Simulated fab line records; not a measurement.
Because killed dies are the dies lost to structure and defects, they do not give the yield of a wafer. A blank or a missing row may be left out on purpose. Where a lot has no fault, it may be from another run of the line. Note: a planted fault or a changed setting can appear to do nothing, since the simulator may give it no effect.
Split-lot study -- flow n5Finfet -- route with 1938 steps; 7 lots, 21 wafers read

ON THE SPLIT
At N5_BEOL_M7_EXPOSE_08 (exposes mask M7), the setting doseMj was moved away from the recipe's 68.25 on 5 of the 21 wafers read, by -6.8% to +4.6%. This setting was run at the recipe's value on the other wafers.

FROM THE SPLIT TO THE READING: what the file shows between them, 15 steps
- N5_BEOL_M7_PEB_09: peb time 60 s
- N5_BEOL_M7_DEVELOP_10: develop time 30 s
- N5_BEOL_M7_CD_MEAS_11: target cd 38.5 nm
- N5_BEOL_M7_DESCUM_16: chemistry O2, time 7.9 s
- N5_BEOL_M7_ETCH_61: etches SiARC in CF4, target depth 45.5 nm, time 75.8 s
- N5_BEOL_M7_ETCH_62: etches SOC in N2/H2, target depth 110 nm, overetch 22 nm, time 165 s
- N5_BEOL_M7_STRIP_68: strips in N2/H2
- N5_BEOL_M7_STRIP_67: strips in CF4
- N5_BEOL_M7_HM_OPEN_17: chemistry Cl2/BCl3, target TiN, target depth 20 nm, overetch 6 nm
- N5_BEOL_M7_STRIP_19: strips in O2
- N5_BEOL_M7_CD_MEAS_18: pitch 80 nm, target cd 40 nm
- N5_BEOL_M7_COAT_63: time 60 s, resist thk 60 nm
- N5_BEOL_M7_COAT_64: time 60 s, resist thk 12 nm
- N5_BEOL_M7_PRECLEAN_42: cleans in residue remover, time 60 s
- N5_BEOL_M7_SRD_43: time 30 s

THE READING
cdNm (nm) at N5_BEOL_M7_CD_MEAS_35, where the cd target is 40 nm. Typical for fault-free wafers on this fab line: 40.0 nm, with standard deviation 0.58 nm.

wafer,"tool, chamber at the split",doseMj as run,against the recipe,"cdNm, nm",against lot-mates on the recipe
L078.1,"arfiScanner-01, 0",68.25,recipe,39.6,-
L078.3,"arfiScanner-01, 0",68.25,recipe,39.8,-
L078.4,"arfiScanner-01, 0",68.25,recipe,39.6,-
L081.1,"arfiScanner-03, 0",68.25,recipe,40.3,-
L081.2,"arfiScanner-03, 0",68.25,recipe,40.5,-
L081.6,"arfiScanner-03, 0",68.25,recipe,40.1,-
L083.1,"arfiScanner-02, 0",68.25,recipe,41.0,-
L083.2,"arfiScanner-02, 0",68.25,recipe,39.9,-
L083.6,"arfiScanner-02, 0",65.39,-4.2%,38.3,-2.2
L084.1,"arfiScanner-01, 0",68.25,recipe,40.2,-
L084.5,"arfiScanner-01, 0",68.25,recipe,39.5,-
L084.6,"arfiScanner-01, 0",68.25,recipe,40.0,-
L086.2,"arfiScanner-02, 0",63.58,-6.8%,36.7,-3.3
L086.4,"arfiScanner-02, 0",68.25,recipe,40.1,-
L086.6,"arfiScanner-02, 0",68.25,recipe,40.0,-
L087.1,"arfiScanner-03, 0",70.32,+3.0%,41.7,+2.1
L087.3,"arfiScanner-03, 0",68.25,recipe,39.6,-
L087.5,"arfiScanner-03, 0",70.32,+3.0%,41.6,+2.0
L091.1,"arfiScanner-01, 0",71.39,+4.6%,42.0,+1.9
L091.2,"arfiScanner-01, 0",68.25,recipe,39.9,-
L091.5,"arfiScanner-01, 0",68.25,recipe,40.4,-

THE FIT
A straight line over all 21 wafers: cdNm changes by +0.471 nm for each +1% of doseMj; r = +0.95; the points scatter about the line by 0.36 nm.
The same after taking each lot's own level away (the mean of its wafers on the recipe; 21 wafers): +0.509 nm for each +1%; r = +0.97; scatter 0.31 nm.
Per that fit: largest doseMj move, reading shift of 3.5 nm.
Measured against the standard deviation above, the lots' own levels, which go from 39.60 to 40.45 nm, span 1.5 times it.
Hence the lot-to-lot level has little effect on the slope; both slopes agree.
Check: with one of the wafers moved furthest among these (-6.8%) left out of the fit, the line predicts -3.55 nm for it against its lot-mates. Against them it came out at -3.35 nm.

THE WHOLE CHAIN: every reading that the file lists as answering this split, in the file's order
step,what it does,reading,change (the file's fit),r (the file's)
N5_BEOL_M7_CD_MEAS_11,target cd 38.5 nm,cdNm,+0.472 nm for each +1% of the setting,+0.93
N5_BEOL_M7_ETCH_61,"etches SiARC in CF4, target depth 45.5 nm, time 75.8 s","BEOL_M7.cdOffsetNm (the simulator's own value, which no gauge read)",+0.493 nm for each +1% of the setting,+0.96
N5_BEOL_M7_ETCH_62,"etches SOC in N2/H2, target depth 110 nm, overetch 22 nm, time 165 s","BEOL_M7.cdOffsetNm (the simulator's own value, which no gauge read)",+0.471 nm for each +1% of the setting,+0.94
N5_BEOL_M7_HM_OPEN_17,"chemistry Cl2/BCl3, target TiN, target depth 20 nm, overetch 6 nm","BEOL_M7.cdOffsetNm (the simulator's own value, which no gauge read)",+0.503 nm for each +1% of the setting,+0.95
N5_BEOL_M7_CD_MEAS_18,"pitch 80 nm, target cd 40 nm",cdNm,+0.481 nm for each +1% of the setting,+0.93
N5_BEOL_M7_CD_MEAS_35,target cd 40 nm,cdNm,+0.493 nm for each +1% of the setting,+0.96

THE FILE'S OWN FIT
cdNm changes by +0.493 nm for each +1% of doseMj, r = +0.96.
